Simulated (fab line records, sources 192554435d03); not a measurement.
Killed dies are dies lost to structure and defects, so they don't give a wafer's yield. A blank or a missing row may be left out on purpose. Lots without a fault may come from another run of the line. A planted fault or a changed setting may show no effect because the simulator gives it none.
fab line records | flow n5_finfet
record lots=5 wafers=15 last_day=19
route steps=1938 shown BEOL_M2@891
lots that met no fault: from a run of the same line without faults
start_h: hours from the record's first day to the start of the lot's first wafer shown | wait_h: hours since the lot's step before | " the same as in the row above | L1.1+2: a row that stands for several wafers | - no value, or no start given | * or withheld: withheld | < > ~ a bound
route shown NAME@n: a module of which the file shows steps, and the number in the route of the first | usual: mean/standard deviation of fault-free wafers | same: alike in all rows | chamber/n: place in a boat | sites: the reading at each site | _std_site: their standard deviation | _edge_site: outer sites' mean less inner sites' | radius_mm: how far each site lies from the wafer's centre | mask NAME#n: copy n | behind: the tool/chamber that last shaped the wafer | hold: why the lot was held/for how many hours/how that ended | device: the transistor (n, p or np) that didn't switch | end of line: the same wafers' tests at the end of the route | a step without rows: its recipe alone | killed: dies lost to structure and defects at the first sort, not the wafer's yield | map: a wafer's dies, x killed, . not, _ none there
set.NAME: the setting as run; set.NAME@STEP: as run at that earlier step | model.NAME: the simulator's own value behind a step, which no gauge read
lots at some steps of the route; a table a step, a row a wafer
services: from which hour (start_h, from the record's first day; less than 0 if before it) a tool's chamber was out of use, for how many hours, and why
## steps
# step N5_BEOL_M2_ETCH_41
# recipe chemistry=CH3F/O2 target=SiCN target_depth_a=299 taper_deg=2 time_s=52.5 ion_energy_ev=120 mask_material=TiN pressure_mtorr=30 source_w=395 bias_w=75 Ar_flow_sccm=150 CH3F_flow_sccm=30 O2_flow_sccm=20
# usual CH3F_flow_sccm=30.00/0.096 drypump_motor_current_A=5.9/0.47 oes_product_au=0.79/0.095 rf_vpp_V=297.0/1.8 showerhead_plenum_p_Torr=1.99/0.074 throttle_valve_pct=16.3/0.32
# columns lot.wafer tool chamber start_h wait_h CH3F_flow_sccm drypump_motor_current_A oes_product_au rf_hours_counter_h rf_vpp_V showerhead_plenum_p_Torr throttle_valve_pct
L082.1 rie_diel-04 1 - - 30.01 6.4 0.90 16 298.8 2.05 16.0
L082.2 " 0 " " 30.00 6.0 0.73 147 297.1 2.00 16.7
L082.5 " 0 " " 30.15 6.0 0.75 - 295.8 2.00 16.7
L089.1 rie_diel-04 3 - - 30.08 5.2 0.95 4 299.7 2.13 15.8
L089.4 " 0 " " 30.01 6.0 0.72 167 295.8 2.00 16.8
L089.5 " 3 " " 30.18 5.1 0.96 - 299.9 2.13 15.8
L088.2 rie_diel-03 0 - - 30.06 5.7 0.99 2 300.4 2.14 15.9
L088.4 " 2 " " 30.00 5.3 0.74 159 295.9 1.92 16.1
L088.5 " 1 " " 29.91 5.2 0.90 - 297.7 2.05 15.9
L093.2 rie_diel-01 2 - - 29.91 6.6 0.72 185 294.5 1.90 16.7
L093.3 " 3 " " 29.89 6.0 0.86 72 295.6 1.95 16.0
L093.5 " 3 " " 29.83 5.9 0.87 - 295.8 1.95 15.9
L096.1 rie_diel-04 0 - - 30.05 6.0 0.71 185 298.2 1.99 16.8
L096.3 " 3 " " 30.06 5.2 0.90 21 301.1 2.13 15.9
L096.6 " 3 " " 30.03 5.2 0.90 - 300.6 2.13 15.9
# step N5_BEOL_M2_STRIP_97
# recipe chemistry=N2/H2 time_s=10 power_w=450 temp_c=40 pressure_mtorr=20 rf_frequency_hz=6e+07 bias_power_w=7 n2_flow_sccm=200 h2_flow_sccm=200
# usual drypump_motor_current_A=6.0/0.47 n2_flow_sccm=200.0/0.53 oes_product_au=0.80/0.098 rf_vpp_V=59.1/0.94 showerhead_plenum_p_Torr=2.52/0.095 throttle_valve_pct=23.7/0.45
# columns lot.wafer tool chamber start_h wait_h drypump_motor_current_A n2_flow_sccm oes_product_au rf_hours_counter_h rf_vpp_V showerhead_plenum_p_Torr throttle_valve_pct
L082.1 rie_diel-04 1 - - 6.4 199.4 0.91 16 59.7 2.60 23.4
L082.2 " 0 " " 6.0 200.7 0.73 147 60.9 2.54 24.2
L082.5 " 0 " " 6.0 199.7 0.73 - 59.0 2.54 24.2
L089.1 rie_diel-04 3 - - 5.2 199.6 0.95 4 60.1 2.70 23.0
L089.4 " 0 " " 6.0 199.7 0.72 167 57.5 2.53 24.2
L089.5 " 3 " " 5.2 199.6 0.96 - 58.5 2.70 22.9
L088.2 rie_diel-03 0 - - 5.6 200.6 1.00 2 59.3 2.73 23.6
L088.4 " 2 " " 5.3 200.1 0.74 159 60.0 2.43 23.3
L088.5 " 1 " " 5.2 200.5 0.91 - 61.3 2.60 23.3
L093.2 rie_diel-01 2 - - 6.5 201.4 0.74 185 59.6 2.42 24.3
L093.3 " 3 " " 5.9 199.7 0.88 72 57.5 2.44 22.9
L093.5 " 3 " " 6.0 199.6 0.88 - 60.0 2.44 23.0
L096.1 rie_diel-04 0 - - 6.0 199.3 0.70 185 59.5 2.52 24.2
L096.3 " 3 " " 5.2 199.2 0.90 21 60.0 2.69 23.0
L096.6 " 3 " " 5.2 199.8 0.90 - 58.6 2.69 23.0
# step N5_BEOL_M2_OCD_MEAS_38
# usual trench_depth_nm=55.0/1.1
# columns lot.wafer tool chamber start_h wait_h trench_depth_nm
L082.1 ocd-01 - 220.38 - 54.8
L082.2 " - " " 54.1
L082.5 " - " " 53.6
L089.1 ocd-02 - 262.06 - 55.9
L089.4 " - " " 54.5
L089.5 " - " " 55.7
L088.2 ocd-01 - 263.98 - 56.2
L088.4 " - " " 54.8
L088.5 " - " " 54.0
L093.2 ocd-01 - 277.35 - 54.7
L093.3 " - " " 56.5
L093.5 " - " " 56.6
L096.1 ocd-01 - 303.71 - 54.0
L096.3 " - " " 55.5
L096.6 " - " " 55.3
# step N5_BEOL_M2_HM_STRIP_39
# recipe chemistry=peroxide_tin_strip material=TiN target_depth_a=250 temp_c=50 time_s=158
# columns lot.wafer tool chamber start_h wait_h
L082.1+2+5 wet_bench-01 2,4,3 220.41 0.0
L089.1+4+5 wet_bench-02 2,3,6 262.15 0.1
L088.2+4+5 wet_bench-02 2,1,0 264.01 0.0
L093.2+3+5 wet_bench-02 3,6,4 277.39 0.0
L096.1+3+6 wet_bench-04 4,1,2 303.74 0.0
# step N5_BEOL_M2_SRD_40
# recipe time_s=30 temp_c=23 rinse_liquid=diw dry=ipa_marangoni
# columns lot.wafer tool chamber start_h wait_h
L082.1+2+5 wet_bench-01 2,4,3 220.46 0.0
L089.1+4+5 wet_bench-02 2,3,6 262.20 0.0
L088.2+4+5 wet_bench-02 2,1,0 264.06 0.0
L093.2+3+5 wet_bench-02 3,6,4 277.43 0.0
L096.1+3+6 wet_bench-04 4,1,2 303.79 0.0
# step N5_BEOL_M2_PRECLEAN_42
# recipe chemistry=residue_remover time_s=60 temp_c=40
# columns lot.wafer tool chamber start_h wait_h
L082.1+2+5 wet_bench-01 2,4,3 220.48 0.0
L089.1+4+5 wet_bench-02 2,3,6 262.22 0.0
L088.2+4+5 wet_bench-02 2,1,0 264.07 0.0
L093.2+3+5 wet_bench-02 3,6,4 277.45 0.0
L096.1+3+6 wet_bench-04 4,1,2 303.80 0.0
# step N5_BEOL_M2_SRD_43
# recipe time_s=30 temp_c=23 rinse_liquid=diw dry=ipa_marangoni
# columns lot.wafer tool chamber start_h wait_h
L082.1+2+5 wet_bench-01 2,4,3 220.49 0.0
L089.1+4+5 wet_bench-02 2,3,6 262.23 0.0
L088.2+4+5 wet_bench-02 2,1,0 264.09 0.0
L093.2+3+5 wet_bench-02 3,6,4 277.47 0.0
L096.1+3+6 wet_bench-04 4,1,2 303.82 0.0
# step N5_BEOL_M2_CD_MEAS_35
# recipe target_cd_nm=18 target_cd_y_nm=22.2 polarity=opening
# usual cd_nm=17.9/0.36
# columns lot.wafer tool chamber start_h wait_h cd_nm
L082.1 cd_sem-01 - 220.53 0.0 17.9
L082.2 " - " " 17.8
L082.5 " - " " 17.7
L089.1 cd_sem-03 - 262.28 0.0 18.1
L089.4 " - " " 17.7
L089.5 " - " " 18.1
L088.2 cd_sem-01 - 264.13 0.0 18.2
L088.4 " - " " 17.9
L088.5 " - " " 17.2
L093.2 cd_sem-01 - 277.51 0.0 18.0
L093.3 " - " " 17.8
L093.5 " - " " 17.9
L096.1 cd_sem-01 - 303.86 0.0 17.8
L096.3 " - " " 17.9
L096.6 " - " " 17.7
# step N5_BEOL_M2_DEGAS_44
# recipe ambient=vacuum temp_c=250 time_s=60
# usual heater_power_w=310/38
# columns lot.wafer tool chamber start_h wait_h heater_power_w
L082.1 pvd_sputter-02 - 220.63 0.1 281
L082.2 " - " " 383
L082.5 " - " " 279
L089.1 pvd_sputter-02 - 262.60 0.3 387
L089.4 " - " " 290
L089.5 " - " " 276
L088.2 pvd_sputter-03 - 265.26 1.1 263
L088.4 " - " " 279
L088.5 " - " " 348
L093.2 pvd_sputter-03 - 277.59 0.1 265
L093.3 " - " " 291
L093.5 " - " " 264
L096.1 pvd_sputter-03 - 304.05 0.2 276
L096.3 " - " " 273
L096.6 " - " " 263
# step N5_BEOL_M2_PRE_CLEAN_45
# recipe gas=H2/He time_s=30 temp_c=250
# usual heater_power_w=311/38
# columns lot.wafer tool chamber start_h wait_h heater_power_w
L082.1 pvd_sputter-02 - 220.67 0.0 281
L082.2 " - " " 393
L082.5 " - " " 288
L089.1 pvd_sputter-02 - 262.64 0.0 382
L089.4 " - " " 279
L089.5 " - " " 292
L088.2 pvd_sputter-03 - 265.30 0.0 260
L088.4 " - " " 283
L088.5 " - " " 348
L093.2 pvd_sputter-03 - 277.63 0.0 268
L093.3 " - " " 290
L093.5 " - " " 262
L096.1 pvd_sputter-03 - 304.09 0.0 282
L096.3 " - " " 280
L096.6 " - " " 267
# step N5_BEOL_M2_ALD_84
# recipe material=TaN target_thk_a=* temp_c=275 ald_precursor_family=PDMAT ald_co_reactant=NH3 pressure_torr=3 carrier_flow_sccm=1500 pulse_time_s=2 purge_time_s=3 co_reactant_purge_time_s=2 co_reactant_pulse_time_s=3 ald_cycles=30 precursor_vessel_temp_c=75 precursor_vessel_pressure_torr=26.25 precursor_vessel_carrier_sccm=1000
# usual heater_power_w=400/44
# columns lot.wafer tool chamber start_h wait_h heater_power_w
L082.1 ald_metal-01 3 220.73 0.0 403
L082.2 " 1 " " 388
L082.5 " 0 " " 424
L089.1 ald_metal-02 0 262.92 0.3 467
L089.4 " 3 " " 369
L089.5 " 2 " " 340
L088.2 ald_metal-03 1 265.36 0.0 395
L088.4 " 3 " " 425
L088.5 " 1 " " 398
L093.2 ald_metal-01 3 277.69 0.0 411
L093.3 " 0 " " 406
L093.5 " 3 " " 398
L096.1 ald_metal-03 3 304.15 0.0 416
L096.3 " 0 " " 438
L096.6 " 0 " " 438
# step N5_BEOL_M2_SURFACE_TREAT_85
# recipe gas=Ar time_s=* ion_energy_ev=* ion_current_ma_cm2=0.5 pressure_mtorr=* ar_flow_sccm=30
# usual throttle_valve_pct=*
# columns lot.wafer tool chamber start_h wait_h throttle_valve_pct
L082.1 pvd_sputter-02 - 220.95 0.1 *
L082.2 " - " " *
L082.5 " - " " *
L089.1 pvd_sputter-02 - 263.16 0.1 *
L089.4 " - " " *
L089.5 " - " " *
L088.2 pvd_sputter-02 - 265.72 0.3 *
L088.4 " - " " *
L088.5 " - " " *
L093.2 pvd_sputter-02 - 278.11 0.3 *
L093.3 " - " " *
L093.5 " - " " *
L096.1 pvd_sputter-02 - 304.39 0.1 *
L096.3 " - " " *
L096.6 " - " " *
# step N5_BEOL_M2_CVD_47
# recipe material=Co target_thk_a=30 temp_c=withheld precursor=CCTBA/H2 pressure_torr=30 time_s=223.8
# columns lot.wafer tool chamber start_h wait_h
L082.1+2+5 cvd_co-02 2,0,2 221.10 0.1
L089.1+4+5 cvd_co-02 2,1,0 263.22 0.0
L088.2+4+5 cvd_co-01 0,0,1 265.78 0.0
L093.2+3+5 cvd_co-02 0,1,2 278.39 0.3
L096.1+3+6 cvd_co-01 2,0,0 304.48 0.1
# step N5_BEOL_M2_SPUTTER_48
# recipe material=Cu target_thk_a=45 temp_c=-20 chamber_pressure_pa=0.07 power_w=withheld time_s=8.29
# usual chamber_pressure_pa=0.06999/0.00013 throttle_valve_pct=29.9/1.1
# columns lot.wafer tool chamber start_h wait_h chamber_pressure_pa throttle_valve_pct
L082.1 pvd_sputter-01 - 221.26 0.1 0.07015 27.8
L082.2 " - " " 0.07 29.9
L082.5 " - " " 0.07015 27.6
L089.1 pvd_sputter-01 - 263.67 0.4 0.07014 29.4
L089.4 " - " " 0.07005 27.6
L089.5 " - " " 0.07001 30.6
L088.2 pvd_sputter-03 - 265.98 0.1 0.07016 29.1
L088.4 " - " " 0.07012 30.6
L088.5 " - " " 0.07012 28.5
L093.2 pvd_sputter-01 - 280.17 1.7 0.07002 30.8
L093.3 " - " " 0.06994 27.7
L093.5 " - " " 0.07002 30.9
L096.1 pvd_sputter-01 - 304.71 0.2 0.07004 29.9
L096.3 " - " " 0.0701 27.7
L096.6 " - " " 0.07006 29.5
# step N5_BEOL_M2_ANNEAL_49
# recipe temp_c=400 time_s=240 ambient=vacuum
# usual heater_power_w=785/95
# columns lot.wafer tool chamber start_h wait_h heater_power_w
L082.1 pvd_sputter-01 - 221.34 0.0 886
L082.2 " - " " 792
L082.5 " - " " 865
L089.1 pvd_sputter-01 - 263.75 0.0 860
L089.4 " - " " 851
L089.5 " - " " 716
L088.2 pvd_sputter-03 - 266.06 0.0 642
L088.4 " - " " 720
L088.5 " - " " 852
L093.2 pvd_sputter-01 - 280.25 0.0 723
L093.3 " - " " 871
L093.5 " - " " 755
L096.1 pvd_sputter-01 - 304.79 0.0 889
L096.3 " - " " 874
L096.6 " - " " 893
# step N5_BEOL_M2_SPUTTER_79
# recipe material=Cu target_thk_a=45 temp_c=-20 chamber_pressure_pa=0.07 power_w=withheld time_s=8.29
# usual chamber_pressure_pa=0.07/0.00015 throttle_valve_pct=29.9/1.1
# columns lot.wafer tool chamber start_h wait_h chamber_pressure_pa throttle_valve_pct
L082.1 pvd_sputter-01 - 221.48 0.1 0.07034 27.7
L082.2 " - " " 0.06998 29.9
L082.5 " - " " 0.07026 27.8
L089.1 pvd_sputter-01 - 263.89 0.1 0.06989 29.6
L089.4 " - " " 0.06982 27.8
L089.5 " - " " 0.07 31.0
L088.2 pvd_sputter-03 - 266.20 0.1 0.07008 28.9
L088.4 " - " " 0.06973 30.8
L088.5 " - " " 0.06989 28.5
L093.2 pvd_sputter-01 - 280.39 0.1 0.07012 30.8
L093.3 " - " " 0.06992 27.8
L093.5 " - " " 0.06989 31.0
L096.1 pvd_sputter-01 - 304.93 0.1 0.07017 29.5
L096.3 " - " " 0.06972 27.7
L096.6 " - " " 0.07015 29.3
# step N5_BEOL_M2_ANNEAL_80
# recipe temp_c=400 time_s=240 ambient=vacuum
# usual heater_power_w=783/93
# columns lot.wafer tool chamber start_h wait_h heater_power_w
L082.1 pvd_sputter-01 - 221.56 0.0 865
L082.2 " - " " 814
L082.5 " - " " 878
L089.1 pvd_sputter-01 - 263.97 0.0 885
L089.4 " - " " 888
L089.5 " - " " 721
L088.2 pvd_sputter-03 - 266.28 0.0 658
L088.4 " - " " 703
L088.5 " - " " 854
L093.2 pvd_sputter-01 - 280.47 0.0 736
L093.3 " - " " 861
L093.5 " - " " 737
L096.1 pvd_sputter-01 - 305.01 0.0 900
L096.3 " - " " 867
L096.6 " - " " 889
# step N5_BEOL_M2_SPUTTER_81
# recipe material=Cu target_thk_a=45 temp_c=-20 chamber_pressure_pa=0.07 power_w=withheld time_s=8.29
# usual chamber_pressure_pa=0.07/0.00014 throttle_valve_pct=29.9/1.1
# columns lot.wafer tool chamber start_h wait_h chamber_pressure_pa throttle_valve_pct
L082.1 pvd_sputter-01 - 221.70 0.1 0.06981 27.4
L082.2 " - " " 0.06998 29.9
L082.5 " - " " 0.06994 27.4
L089.1 pvd_sputter-01 - 264.11 0.1 0.07021 30.0
L089.4 " - " " 0.06965 27.6
L089.5 " - " " 0.07021 31.1
L088.2 pvd_sputter-03 - 266.42 0.1 0.07008 29.1
L088.4 " - " " 0.07015 30.5
L088.5 " - " " 0.07019 28.3
L093.2 pvd_sputter-01 - 280.61 0.1 0.06972 30.9
L093.3 " - " " 0.06993 27.6
L093.5 " - " " 0.06998 31.0
L096.1 pvd_sputter-01 - 305.15 0.1 0.07018 29.9
L096.3 " - " " 0.06992 27.6
L096.6 " - " " 0.07012 29.8
# step N5_BEOL_M2_ANNEAL_82
# recipe temp_c=400 time_s=240 ambient=vacuum
# usual heater_power_w=784/96
# columns lot.wafer tool chamber start_h wait_h heater_power_w
L082.1 pvd_sputter-01 - 221.78 0.0 885
L082.2 " - " " 793
L082.5 " - " " 894
L089.1 pvd_sputter-01 - 264.19 0.0 882
L089.4 " - " " 877
L089.5 " - " " 715
L088.2 pvd_sputter-03 - 266.50 0.0 648
L088.4 " - " " 697
L088.5 " - " " 860
L093.2 pvd_sputter-01 - 280.69 0.0 720
L093.3 " - " " 873
L093.5 " - " " 751
L096.1 pvd_sputter-01 - 305.23 0.0 877
L096.3 " - " " 898
L096.6 " - " " 894
# step N5_BEOL_M2_SPUTTER_86
# recipe material=Cu target_thk_a=45 temp_c=-20 chamber_pressure_pa=0.07 power_w=withheld time_s=8.29
# usual chamber_pressure_pa=0.07/0.00015 throttle_valve_pct=29.9/1.1
# columns lot.wafer tool chamber start_h wait_h chamber_pressure_pa throttle_valve_pct
L082.1 pvd_sputter-01 - 221.92 0.1 0.07017 27.5
L082.2 " - " " 0.06999 30.1
L082.5 " - " " 0.07026 27.6
L089.1 pvd_sputter-01 - 264.33 0.1 0.07003 29.5
L089.4 " - " " 0.07017 27.7
L089.5 " - " " 0.07024 30.9
L088.2 pvd_sputter-03 - 266.64 0.1 0.07003 29.1
L088.4 " - " " 0.06987 30.3
L088.5 " - " " 0.06984 28.6
L093.2 pvd_sputter-01 - 280.83 0.1 0.06985 31.0
L093.3 " - " " 0.06983 27.8
L093.5 " - " " 0.06976 30.9
L096.1 pvd_sputter-01 - 305.37 0.1 0.07019 29.6
L096.3 " - " " 0.06987 27.6
L096.6 " - " " 0.07013 29.7
# step N5_BEOL_M2_ANNEAL_87
# recipe temp_c=400 time_s=240 ambient=vacuum
# usual heater_power_w=783/96
# columns lot.wafer tool chamber start_h wait_h heater_power_w
L082.1 pvd_sputter-01 - 222.00 0.0 891
L082.2 " - " " 790
L082.5 " - " " 871
L089.1 pvd_sputter-01 - 264.41 0.0 880
L089.4 " - " " 901
L089.5 " - " " 717
L088.2 pvd_sputter-03 - 266.72 0.0 652
L088.4 " - " " 720
L088.5 " - " " 874
L093.2 pvd_sputter-01 - 280.91 0.0 716
L093.3 " - " " 888
L093.5 " - " " 735
L096.1 pvd_sputter-01 - 305.45 0.0 868
L096.3 " - " " 872
L096.6 " - " " 860
# step N5_BEOL_M2_SPUTTER_88
# recipe material=Cu target_thk_a=45 temp_c=-20 chamber_pressure_pa=0.07 power_w=withheld time_s=8.29
# usual chamber_pressure_pa=0.07/0.00015 throttle_valve_pct=29.9/1.1
# columns lot.wafer tool chamber start_h wait_h chamber_pressure_pa throttle_valve_pct
L082.1 pvd_sputter-01 - 222.14 0.1 0.07005 27.8
L082.2 " - " " 0.07003 29.9
L082.5 " - " " 0.06999 28.0
L089.1 pvd_sputter-01 - 264.55 0.1 0.06999 29.6
L089.4 " - " " 0.07002 27.6
L089.5 " - " " 0.0699 30.9
L088.2 pvd_sputter-03 - 266.86 0.1 0.07009 29.0
L088.4 " - " " 0.06983 31.0
L088.5 " - " " 0.07002 28.3
L093.2 pvd_sputter-01 - 281.05 0.1 0.06978 31.0
L093.3 " - " " 0.06987 27.5
L093.5 " - " " 0.06981 31.2
L096.1 pvd_sputter-01 - 305.59 0.1 0.06992 29.8
L096.3 " - " " 0.06986 27.7
L096.6 " - " " 0.06987 29.6
# step N5_BEOL_M2_ANNEAL_89
# recipe temp_c=400 time_s=240 ambient=vacuum
# usual heater_power_w=784/96
# columns lot.wafer tool chamber start_h wait_h heater_power_w
L082.1 pvd_sputter-01 - 222.22 0.0 884
L082.2 " - " " 789
L082.5 " - " " 885
L089.1 pvd_sputter-01 - 264.63 0.0 894
L089.4 " - " " 860
L089.5 " - " " 715
L088.2 pvd_sputter-03 - 266.94 0.0 669
L088.4 " - " " 708
L088.5 " - " " 865
L093.2 pvd_sputter-01 - 281.13 0.0 728
L093.3 " - " " 893
L093.5 " - " " 735
L096.1 pvd_sputter-01 - 305.67 0.0 893
L096.3 " - " " 866
L096.6 " - " " 881
# step N5_BEOL_M2_SPUTTER_90
# recipe material=Cu target_thk_a=45 temp_c=-20 chamber_pressure_pa=0.07 power_w=withheld time_s=8.29
# usual chamber_pressure_pa=0.06999/0.00013 throttle_valve_pct=29.9/1.1
# columns lot.wafer tool chamber start_h wait_h chamber_pressure_pa throttle_valve_pct
L082.1 pvd_sputter-01 - 222.36 0.1 0.06993 27.6
L082.2 " - " " 0.0697 29.9
L082.5 " - " " 0.07007 27.5
L089.1 pvd_sputter-01 - 264.77 0.1 0.07043 29.5
L089.4 " - " " 0.06993 27.7
L089.5 " - " " 0.07035 30.8
L088.2 pvd_sputter-03 - 267.08 0.1 0.0699 29.1
L088.4 " - " " 0.07007 30.6
L088.5 " - " " 0.07018 28.6
L093.2 pvd_sputter-01 - 281.27 0.1 0.07016 30.9
L093.3 " - " " 0.07004 27.7
L093.5 " - " " 0.06981 30.9
L096.1 pvd_sputter-01 - 305.81 0.1 0.06996 29.7
L096.3 " - " " 0.07008 27.4
L096.6 " - " " 0.07013 29.5
# step N5_BEOL_M2_ANNEAL_91
# recipe temp_c=400 time_s=240 ambient=vacuum
# usual heater_power_w=785/95
# columns lot.wafer tool chamber start_h wait_h heater_power_w
L082.1 pvd_sputter-01 - 222.44 0.0 875
L082.2 " - " " 778
L082.5 " - " " 858
L089.1 pvd_sputter-01 - 264.85 0.0 892
L089.4 " - " " 853
L089.5 " - " " 740
L088.2 pvd_sputter-03 - 267.16 0.0 666
L088.4 " - " " 715
L088.5 " - " " 857
L093.2 pvd_sputter-01 - 281.35 0.0 725
L093.3 " - " " 909
L093.5 " - " " 730
L096.1 pvd_sputter-01 - 305.89 0.0 901
L096.3 " - " " 873
L096.6 " - " " 881
# step N5_BEOL_M2_SPUTTER_92
# recipe material=Cu target_thk_a=45 temp_c=-20 chamber_pressure_pa=0.07 power_w=withheld time_s=8.29
# usual chamber_pressure_pa=0.06999/0.00014 throttle_valve_pct=29.9/1.1
# columns lot.wafer tool chamber start_h wait_h chamber_pressure_pa throttle_valve_pct
L082.1 pvd_sputter-01 - 222.58 0.1 0.06995 27.6
L082.2 " - " " 0.06974 30.1
L082.5 " - " " 0.06985 27.7
L089.1 pvd_sputter-01 - 264.99 0.1 0.07011 29.4
L089.4 " - " " 0.07 27.7
L089.5 " - " " 0.06993 31.0
L088.2 pvd_sputter-03 - 267.30 0.1 0.07012 29.2
L088.4 " - " " 0.07008 30.6
L088.5 " - " " 0.06981 28.3
L093.2 pvd_sputter-01 - 281.49 0.1 0.07021 30.6
L093.3 " - " " 0.07003 27.6
L093.5 " - " " 0.07029 31.3
L096.1 pvd_sputter-01 - 306.03 0.1 0.06983 29.4
L096.3 " - " " 0.07004 27.5
L096.6 " - " " 0.07004 29.6
# step N5_BEOL_M2_ANNEAL_93
# recipe temp_c=400 time_s=240 ambient=vacuum
# usual heater_power_w=784/95
# columns lot.wafer tool chamber start_h wait_h heater_power_w
L082.1 pvd_sputter-01 - 222.66 0.0 878
L082.2 " - " " 810
L082.5 " - " " 884
L089.1 pvd_sputter-01 - 265.07 0.0 877
L089.4 " - " " 876
L089.5 " - " " 736
L088.2 pvd_sputter-03 - 267.38 0.0 657
L088.4 " - " " 716
L088.5 " - " " 861
L093.2 pvd_sputter-01 - 281.57 0.0 727
L093.3 " - " " 885
L093.5 " - " " 726
L096.1 pvd_sputter-01 - 306.11 0.0 878
L096.3 " - " " 867
L096.6 " - " " 891
# step N5_BEOL_M2_SPUTTER_94
# recipe material=Cu target_thk_a=45 temp_c=-20 chamber_pressure_pa=0.07 power_w=withheld time_s=8.29
# usual chamber_pressure_pa=0.06999/0.00014 throttle_valve_pct=29.9/1.1
# columns lot.wafer tool chamber start_h wait_h chamber_pressure_pa throttle_valve_pct
L082.1 pvd_sputter-01 - 222.80 0.1 0.07 27.9
L082.2 " - " " 0.06997 30.1
L082.5 " - " " 0.06994 27.9
L089.1 pvd_sputter-01 - 265.21 0.1 0.06995 29.3
L089.4 " - " " 0.07008 27.8
L089.5 " - " " 0.06985 31.1
L088.2 pvd_sputter-03 - 267.52 0.1 0.06994 29.1
L088.4 " - " " 0.06981 30.4
L088.5 " - " " 0.07004 28.4
L093.2 pvd_sputter-01 - 281.71 0.1 0.06992 30.8
L093.3 " - " " 0.06985 27.5
L093.5 " - " " 0.06979 30.9
L096.1 pvd_sputter-01 - 306.25 0.1 0.06992 29.5
L096.3 " - " " 0.0701 27.8
L096.6 " - " " 0.06987 29.4
# step N5_BEOL_M2_ANNEAL_95
# recipe temp_c=400 time_s=240 ambient=vacuum
# usual heater_power_w=783/96
# columns lot.wafer tool chamber start_h wait_h heater_power_w
L082.1 pvd_sputter-01 - 222.88 0.0 883
L082.2 " - " " 786
L082.5 " - " " 853
L089.1 pvd_sputter-01 - 265.29 0.0 883
L089.4 " - " " 867
L089.5 " - " " 723
L088.2 pvd_sputter-03 - 267.60 0.0 659
L088.4 " - " " 730
L088.5 " - " " 861
L093.2 pvd_sputter-01 - 281.79 0.0 713
L093.3 " - " " 838
L093.5 " - " " 733
L096.1 pvd_sputter-01 - 306.33 0.0 880
L096.3 " - " " 871
L096.6 " - " " 904
# step N5_BEOL_M2_SPUTTER_96
# recipe material=Cu target_thk_a=45 temp_c=-20 chamber_pressure_pa=0.07 power_w=withheld time_s=8.29
# usual chamber_pressure_pa=0.06999/0.00013 throttle_valve_pct=29.9/1.1
# columns lot.wafer tool chamber start_h wait_h chamber_pressure_pa throttle_valve_pct
L082.1 pvd_sputter-01 - 223.02 0.1 0.0701 27.7
L082.2 " - " " 0.06976 29.9
L082.5 " - " " 0.07016 27.3
L089.1 pvd_sputter-01 - 265.43 0.1 0.07009 29.3
L089.4 " - " " 0.07004 27.9
L089.5 " - " " 0.07002 31.2
L088.2 pvd_sputter-03 - 267.74 0.1 0.07016 29.1
L088.4 " - " " 0.07006 30.5
L088.5 " - " " 0.06995 28.6
L093.2 pvd_sputter-01 - 281.93 0.1 0.06995 31.1
L093.3 " - " " 0.07013 27.8
L093.5 " - " " 0.06984 30.8
L096.1 pvd_sputter-01 - 306.47 0.1 0.07003 29.7
L096.3 " - " " 0.0697 27.6
L096.6 " - " " 0.07015 29.4
# step N5_BEOL_M2_ECD_50
# recipe material=Cu target_thk_a=3000
# columns lot.wafer tool chamber start_h wait_h
L082.1+2+5 ecd_cu-02 0,1,0 223.14 0.1
L089.1+4+5 ecd_cu-01 0,0,1 265.56 0.1
L088.2+4+5 ecd_cu-02 0 267.86 0.1
L093.2+3+5 ecd_cu-01 1,0,1 282.05 0.1
L096.1+3+6 ecd_cu-02 0 306.59 0.1
# step N5_BEOL_M2_ANNEAL_51
# recipe temp_c=225 time_s=90 ambient=N2
# usual anneal_temp_c_max=225.9/0.3 wafer_temp_C_max=225.95/0.24
# columns lot.wafer tool chamber start_h wait_h anneal_temp_c_max wafer_temp_C_max
L082.1 rtp_anneal-02 0 223.33 0.2 226.2 225.64
L082.2 " 0 " " 225.5 226.10
L082.5 " 0 " " 226.0 225.82
L089.1 rtp_anneal-02 0 265.66 0.1 225.7 226.01
L089.4 " 0 " " 226.6 226.09
L089.5 " 0 " " 225.7 225.94
L088.2 rtp_anneal-01 0 268.15 0.3 225.7 226.13
L088.4 " 0 " " 225.5 225.85
L088.5 " 0 " " 225.5 225.56
L093.2 rtp_anneal-01 0 282.17 0.1 225.8 226.24
L093.3 " 0 " " 225.5 226.08
L093.5 " 0 " " 225.5 225.78
L096.1 rtp_anneal-02 0 306.67 0.1 226.1 225.98
L096.3 " 0 " " 226.0 226.11
L096.6 " 0 " " 225.9 225.87
## services
# columns tool chamber start_h hours kind
rie_diel-04 3 217.41 - clean
rie_diel-04 3 217.41 - consumable_replace:focus_ring
rie_diel-04 3 217.41 - consumable_replace:showerhead
rie_diel-04 3 217.41 30.8 scheduled_down
rie_diel-04 3 217.41 30.8 vent_cycle
cvd_co-02 - 217.85 0.5 repair
pvd_sputter-02 - 228.43 5.9 repair
rie_diel-01 0 236.26 2.0 repair
rie_diel-03 0 237.96 - clean
rie_diel-03 0 237.96 - consumable_replace:focus_ring
rie_diel-03 0 237.96 - consumable_replace:showerhead
rie_diel-03 0 237.96 22.2 scheduled_down
rie_diel-03 0 237.96 22.2 vent_cycle
rie_diel-01 1 242.72 9.3 repair
rie_diel-03 1 252.93 10.3 repair
ecd_cu-01 - 263.47 1.2 repair
ecd_cu-01 - 267.24 4.8 pm
ald_metal-02 1 278.08 8.4 repair
rie_diel-04 2 296.24 7.2 repair
ecd_cu-02 - 299.59 0.7 repair
rie_diel-03 3 303.59 - clean
rie_diel-03 3 303.59 - consumable_replace:focus_ring
rie_diel-03 3 303.59 24.1 scheduled_down
rie_diel-03 3 303.59 24.1 vent_cycle
## key
fault none
